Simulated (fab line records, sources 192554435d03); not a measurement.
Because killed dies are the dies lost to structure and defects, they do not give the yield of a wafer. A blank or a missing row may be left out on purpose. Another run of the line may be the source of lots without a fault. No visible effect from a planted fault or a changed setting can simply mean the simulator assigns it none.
Matching of chambers / flow n5 finfet / N5_BEOL_M3_ETCHBACK_99 on rie diel-04: 4 sister chambers
The step etches SiO2 in CHF3, target depth 5 nm, time 10.4 s. 14 wafers are shown with their chamber, then 7 later ones without.

EACH WAFER AND ITS CHAMBER
wafer=L168.1; chamber=1; showerhead plenum p Torr (Torr)=2.24; drypump motor current A (A)=6.1; rf vpp V (V)=241
wafer=L168.2; chamber=0; showerhead plenum p Torr (Torr)=2.05; drypump motor current A (A)=5.4; rf vpp V (V)=239
wafer=L168.3; chamber=3; showerhead plenum p Torr (Torr)=2.01; drypump motor current A (A)=5.6; rf vpp V (V)=237
wafer=L172.3; chamber=0; showerhead plenum p Torr (Torr)=2.05; drypump motor current A (A)=5.4; rf vpp V (V)=237
wafer=L172.4; chamber=0; showerhead plenum p Torr (Torr)=2.05; drypump motor current A (A)=5.4; rf vpp V (V)=238
wafer=L175.3; chamber=1; showerhead plenum p Torr (Torr)=2.23; drypump motor current A (A)=6.2; rf vpp V (V)=241
wafer=L175.4; chamber=0; showerhead plenum p Torr (Torr)=2.05; drypump motor current A (A)=5.4; rf vpp V (V)=238
wafer=L175.6; chamber=1; showerhead plenum p Torr (Torr)=2.23; drypump motor current A (A)=6.2; rf vpp V (V)=241
wafer=L177.3; chamber=3; showerhead plenum p Torr (Torr)=2.00; drypump motor current A (A)=5.6; rf vpp V (V)=236
wafer=L177.4; chamber=2; showerhead plenum p Torr (Torr)=2.24; drypump motor current A (A)=6.1; rf vpp V (V)=256
wafer=L177.5; chamber=2; showerhead plenum p Torr (Torr)=2.24; drypump motor current A (A)=6.1; rf vpp V (V)=256
wafer=L179.2; chamber=3; showerhead plenum p Torr (Torr)=1.99; drypump motor current A (A)=5.6; rf vpp V (V)=237
wafer=L179.3; chamber=1; showerhead plenum p Torr (Torr)=2.23; drypump motor current A (A)=6.2; rf vpp V (V)=242
wafer=L181.3; chamber=1; showerhead plenum p Torr (Torr)=2.23; drypump motor current A (A)=6.2; rf vpp V (V)=240

SIGNATURES (averages over the wafers above)
reading=showerhead plenum p Torr; chamber 0=2.0500; chamber 1=2.2320; chamber 2=2.2400; chamber 3=2.0000; scatter within a chamber=0.00529
reading=drypump motor current A; chamber 0=5.400; chamber 1=6.180; chamber 2=6.100; chamber 3=5.600; scatter within a chamber=0.0283
reading=rf vpp V; chamber 0=238.00; chamber 1=241.00; chamber 2=256.00; chamber 3=236.67; scatter within a chamber=0.683
Rule: for a wafer and a chamber, the distance is found by dividing, reading by reading, the gap between the wafer's reading and the chamber's mean by the reading's scatter, squaring, summing and taking the root. If the next closest chamber is less than 2 further off than the closest, the wafer can't be placed; otherwise it belongs to the closest. The scatter: the root of (the sum of the squares of (reading less its chamber's mean) over the shown wafers, divided by (wafers less chambers)).

WAFERS WHOSE CHAMBER IS MISSING
wafer=L181.4; showerhead plenum p Torr (Torr)=2.23; drypump motor current A (A)=6.2; rf vpp V (V)=241
wafer=L184.1; showerhead plenum p Torr (Torr)=2.05; drypump motor current A (A)=5.4; rf vpp V (V)=238
wafer=L184.4; showerhead plenum p Torr (Torr)=1.99; drypump motor current A (A)=5.6; rf vpp V (V)=235
wafer=L184.6; showerhead plenum p Torr (Torr)=2.23; drypump motor current A (A)=6.2; rf vpp V (V)=241
wafer=L185.1; showerhead plenum p Torr (Torr)=2.23; drypump motor current A (A)=6.2; rf vpp V (V)=240
wafer=L185.4; showerhead plenum p Torr (Torr)=2.23; drypump motor current A (A)=6.0; rf vpp V (V)=257
wafer=L185.6; showerhead plenum p Torr (Torr)=1.99; drypump motor current A (A)=5.6; rf vpp V (V)=236

WHICH CHAMBER EACH WENT THROUGH
wafer=L181.4; from the rows above=1; in truth=1
wafer=L184.1; from the rows above=0; in truth=0
wafer=L184.4; from the rows above=3; in truth=3
wafer=L184.6; from the rows above=1; in truth=1
wafer=L185.1; from the rows above=1; in truth=1
wafer=L185.4; from the rows above=2; in truth=2
wafer=L185.6; from the rows above=3; in truth=3
Correctly placed: 7 of 7. Can't be placed from these rows: 0. 0 placed wrongly.
